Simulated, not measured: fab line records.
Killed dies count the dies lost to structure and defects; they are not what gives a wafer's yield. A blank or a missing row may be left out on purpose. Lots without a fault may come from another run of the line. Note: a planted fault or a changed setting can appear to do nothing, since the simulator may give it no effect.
Split-lot experiment || flow n5Finfet || on a route of 1938 steps: 7 lots, 39 wafers read

== THE SPLIT ITSELF ==
At N5_MOL_CONTACT_COAG_ALD_123 (deposits SiNx, target thk 5 nm, pulse time 1 s, purge time 2 s), the setting aldCycles was moved away from the recipe's 100 on 12 of the 39 wafers read, by -58.0% to +60.0%. For the rest of the wafers, this setting stayed at what the recipe calls for.

== FROM THE SPLIT TO THE READING: what the file shows between them, 4 steps ==
- N5_MOL_CONTACT_COAG_PECVD_31: deposits SiO2 from TEOS/O2, target thk 46 nm, time 8.9 s
- N5_MOL_CONTACT_COAG_COAT_75: time 60 s, resist thk 60 nm
- N5_MOL_CONTACT_COAG_STRIP_120: strips in CHF3
- N5_MOL_CONTACT_COAG_VIA_ETCH_117: etches SiO2 in C4F6/O2, target depth 40 nm, overetch 8 nm, time 26 s

== THE READING ==
etch.depthNm (the simulator's own value, which no gauge read), in nm, at N5_MOL_CONTACT_COAG_ETCH_124 (etches SiNx in CH3F/O2, stops on SiOC, target depth 6.5 nm). The file does not state a usual value for it. Average 5.020 nm, standard deviation 0.021 nm, over the 27 wafers here run with the recipe.

{"wafer": "L074.1", "tool, chamber at the split": "aldSin-03, 2,1,3", "aldCycles as run": 100, "against the recipe": "recipe", "etch.depthNm, nm": 5.015, "against lot-mates on the recipe": "-"}
{"wafer": "L074.2", "tool, chamber at the split": "aldSin-03, 2,1,3", "aldCycles as run": 100, "against the recipe": "recipe", "etch.depthNm, nm": 5.033, "against lot-mates on the recipe": "-"}
{"wafer": "L074.3", "tool, chamber at the split": "aldSin-03, 0,3,2", "aldCycles as run": 42, "against the recipe": "-58.0%", "etch.depthNm, nm": 2.134, "against lot-mates on the recipe": -2.885}
{"wafer": "L074.4", "tool, chamber at the split": "aldSin-03, 0,3,2", "aldCycles as run": 42, "against the recipe": "-58.0%", "etch.depthNm, nm": 2.129, "against lot-mates on the recipe": -2.890}
{"wafer": "L074.5", "tool, chamber at the split": "aldSin-03, 0,3,2", "aldCycles as run": 42, "against the recipe": "-58.0%", "etch.depthNm, nm": 2.104, "against lot-mates on the recipe": -2.915}
{"wafer": "L074.6", "tool, chamber at the split": "aldSin-03, 2,1,3", "aldCycles as run": 100, "against the recipe": "recipe", "etch.depthNm, nm": 5.008, "against lot-mates on the recipe": "-"}
{"wafer": "L075.1", "tool, chamber at the split": "aldSin-03, 0,3,2,1,1,2", "aldCycles as run": 100, "against the recipe": "recipe", "etch.depthNm, nm": 5.031, "against lot-mates on the recipe": "-"}
{"wafer": "L075.2", "tool, chamber at the split": "aldSin-03, 0,3,2,1,1,2", "aldCycles as run": 100, "against the recipe": "recipe", "etch.depthNm, nm": 5.007, "against lot-mates on the recipe": "-"}
{"wafer": "L075.3", "tool, chamber at the split": "aldSin-03, 0,3,2,1,1,2", "aldCycles as run": 100, "against the recipe": "recipe", "etch.depthNm, nm": 5.02, "against lot-mates on the recipe": "-"}
{"wafer": "L075.4", "tool, chamber at the split": "aldSin-03, 0,3,2,1,1,2", "aldCycles as run": 100, "against the recipe": "recipe", "etch.depthNm, nm": 5.016, "against lot-mates on the recipe": "-"}
{"wafer": "L075.5", "tool, chamber at the split": "aldSin-03, 0,3,2,1,1,2", "aldCycles as run": 100, "against the recipe": "recipe", "etch.depthNm, nm": 5.054, "against lot-mates on the recipe": "-"}
{"wafer": "L075.6", "tool, chamber at the split": "aldSin-03, 0,3,2,1,1,2", "aldCycles as run": 100, "against the recipe": "recipe", "etch.depthNm, nm": 5.005, "against lot-mates on the recipe": "-"}
{"wafer": "L081.3", "tool, chamber at the split": "aldSin-02, 3,2,0", "aldCycles as run": 100, "against the recipe": "recipe", "etch.depthNm, nm": 5.023, "against lot-mates on the recipe": "-"}
{"wafer": "L081.4", "tool, chamber at the split": "aldSin-02, 3,2,0", "aldCycles as run": 100, "against the recipe": "recipe", "etch.depthNm, nm": 5.069, "against lot-mates on the recipe": "-"}
{"wafer": "L081.6", "tool, chamber at the split": "aldSin-02, 3,2,0", "aldCycles as run": 100, "against the recipe": "recipe", "etch.depthNm, nm": 5.04, "against lot-mates on the recipe": "-"}
{"wafer": "L089.1", "tool, chamber at the split": "aldSin-04, 1,0,2", "aldCycles as run": 100, "against the recipe": "recipe", "etch.depthNm, nm": 4.983, "against lot-mates on the recipe": "-"}
{"wafer": "L089.2", "tool, chamber at the split": "aldSin-04, 3", "aldCycles as run": 50, "against the recipe": "-50.0%", "etch.depthNm, nm": 2.537, "against lot-mates on the recipe": -2.460}
{"wafer": "L089.3", "tool, chamber at the split": "aldSin-04, 2", "aldCycles as run": 50, "against the recipe": "-50.0%", "etch.depthNm, nm": 2.493, "against lot-mates on the recipe": -2.504}
{"wafer": "L089.4", "tool, chamber at the split": "aldSin-04, 1,0,2", "aldCycles as run": 100, "against the recipe": "recipe", "etch.depthNm, nm": 4.998, "against lot-mates on the recipe": "-"}
{"wafer": "L089.5", "tool, chamber at the split": "aldSin-04, 1,0,2", "aldCycles as run": 100, "against the recipe": "recipe", "etch.depthNm, nm": 5.011, "against lot-mates on the recipe": "-"}
{"wafer": "L089.6", "tool, chamber at the split": "aldSin-04, 3", "aldCycles as run": 50, "against the recipe": "-50.0%", "etch.depthNm, nm": 2.548, "against lot-mates on the recipe": -2.449}
{"wafer": "L090.1", "tool, chamber at the split": "aldSin-03, 2,3,1", "aldCycles as run": 160, "against the recipe": "+60.0%", "etch.depthNm, nm": 6.432, "against lot-mates on the recipe": "+1.432"}
{"wafer": "L090.2", "tool, chamber at the split": "aldSin-03, 2,3,1", "aldCycles as run": 160, "against the recipe": "+60.0%", "etch.depthNm, nm": 6.548, "against lot-mates on the recipe": "+1.548"}
{"wafer": "L090.3", "tool, chamber at the split": "aldSin-03, 0,1,0", "aldCycles as run": 100, "against the recipe": "recipe", "etch.depthNm, nm": 4.98, "against lot-mates on the recipe": "-"}
{"wafer": "L090.4", "tool, chamber at the split": "aldSin-03, 2,3,1", "aldCycles as run": 160, "against the recipe": "+60.0%", "etch.depthNm, nm": 6.286, "against lot-mates on the recipe": "+1.286"}
{"wafer": "L090.5", "tool, chamber at the split": "aldSin-03, 0,1,0", "aldCycles as run": 100, "against the recipe": "recipe", "etch.depthNm, nm": 5.025, "against lot-mates on the recipe": "-"}
{"wafer": "L090.6", "tool, chamber at the split": "aldSin-03, 0,1,0", "aldCycles as run": 100, "against the recipe": "recipe", "etch.depthNm, nm": 4.995, "against lot-mates on the recipe": "-"}
{"wafer": "L092.1", "tool, chamber at the split": "aldSin-03, 2,1,3,0,0,1", "aldCycles as run": 100, "against the recipe": "recipe", "etch.depthNm, nm": 5.027, "against lot-mates on the recipe": "-"}
{"wafer": "L092.2", "tool, chamber at the split": "aldSin-03, 2,1,3,0,0,1", "aldCycles as run": 100, "against the recipe": "recipe", "etch.depthNm, nm": 5.052, "against lot-mates on the recipe": "-"}
{"wafer": "L092.3", "tool, chamber at the split": "aldSin-03, 2,1,3,0,0,1", "aldCycles as run": 100, "against the recipe": "recipe", "etch.depthNm, nm": 5.032, "against lot-mates on the recipe": "-"}
{"wafer": "L092.4", "tool, chamber at the split": "aldSin-03, 2,1,3,0,0,1", "aldCycles as run": 100, "against the recipe": "recipe", "etch.depthNm, nm": 5.019, "against lot-mates on the recipe": "-"}
{"wafer": "L092.5", "tool, chamber at the split": "aldSin-03, 2,1,3,0,0,1", "aldCycles as run": 100, "against the recipe": "recipe", "etch.depthNm, nm": 5.017, "against lot-mates on the recipe": "-"}
{"wafer": "L092.6", "tool, chamber at the split": "aldSin-03, 2,1,3,0,0,1", "aldCycles as run": 100, "against the recipe": "recipe", "etch.depthNm, nm": 5.056, "against lot-mates on the recipe": "-"}
{"wafer": "L095.1", "tool, chamber at the split": "aldSin-04, 0,3,0", "aldCycles as run": 100, "against the recipe": "recipe", "etch.depthNm, nm": 5.02, "against lot-mates on the recipe": "-"}
{"wafer": "L095.2", "tool, chamber at the split": "aldSin-04, 1,2,3", "aldCycles as run": 125, "against the recipe": "+25.0%", "etch.depthNm, nm": 6.128, "against lot-mates on the recipe": "+1.119"}
{"wafer": "L095.3", "tool, chamber at the split": "aldSin-04, 1,2,3", "aldCycles as run": 125, "against the recipe": "+25.0%", "etch.depthNm, nm": 6.267, "against lot-mates on the recipe": "+1.258"}
{"wafer": "L095.4", "tool, chamber at the split": "aldSin-04, 0,3,0", "aldCycles as run": 100, "against the recipe": "recipe", "etch.depthNm, nm": 5.005, "against lot-mates on the recipe": "-"}
{"wafer": "L095.5", "tool, chamber at the split": "aldSin-04, 1,2,3", "aldCycles as run": 125, "against the recipe": "+25.0%", "etch.depthNm, nm": 6.165, "against lot-mates on the recipe": "+1.156"}
{"wafer": "L095.6", "tool, chamber at the split": "aldSin-04, 0,3,0", "aldCycles as run": 100, "against the recipe": "recipe", "etch.depthNm, nm": 5.002, "against lot-mates on the recipe": "-"}
When a row names more than one chamber, that row covers several wafers, and the file does not tell which wafer ran in which chamber.

FIT RESULTS
A straight line over all 39 wafers: etch.depthNm changes by +0.0399 nm for each +1% of aldCycles; r = +0.96; the points scatter about the line by 0.33 nm.
The same after taking each lot's own level away (the mean of its wafers on the recipe; 39 wafers): +0.0399 nm for each +1%; r = +0.96; scatter 0.32 nm.
According to that fit, moving aldCycles by its largest amount changes the reading by 2.4 nm.
Measured against the standard deviation above, the lots' own levels, which go from 4.9973 to 5.0440 nm, span 2.2 times it.
So the lot-to-lot level changes the slope little: the two slopes agree.
Check: with one of the wafers moved furthest among these (+60.0%) left out of the fit, the line predicts +2.4 nm for it against its lot-mates. Against them it came out at +1.43 nm.

== THE OTHER SPLITS THESE WAFERS WENT THROUGH ==
These wafers also went through other splits before the reading. Each is held against what the fit with the lots' levels taken away leaves over:
{"other split on the same wafers": "N5_FIN_SAQP_DEVELOP_15 developTimeS", "wafers away from the commonest value": 12, "r with etch.depthNm (lot level and that fit taken away)": "+0.02"}
{"other split on the same wafers": "N5_FIN_SAQP_SPACER2_ALD_28 targetThkA", "wafers away from the commonest value": 12, "r with etch.depthNm (lot level and that fit taken away)": "+0.13"}
{"other split on the same wafers": "N5_HKMG_FIN_DEVELOP_48 developTimeS", "wafers away from the commonest value": 18, "r with etch.depthNm (lot level and that fit taken away)": -0.17}

== THE WHOLE CHAIN: every reading that the file lists as answering this split, in the file's order ==
{"step": "N5_MOL_CONTACT_COAG_ALD_123", "what it does": "deposits SiNx, target thk 5 nm, pulse time 1 s, purge time 2 s", "reading": "SiNx_of_MOL_CONTACT_COAG_ALD_123.thkNm (the simulator's own value, which no gauge read)", "change (the file's fit)": "+0.0491 nm for each +1% of the setting", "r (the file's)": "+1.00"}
{"step": "N5_MOL_CONTACT_COAG_ETCH_124", "what it does": "etches SiNx in CH3F/O2, stops on SiOC, target depth 6.5 nm", "reading": "etch.depthNm (the simulator's own value, which no gauge read)", "change (the file's fit)": "+0.0403 nm for each +1% of the setting", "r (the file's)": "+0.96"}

== FILE'S OWN FIT ==
etch.depthNm changes by +0.0403 nm for each +1% of aldCycles, r = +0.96.
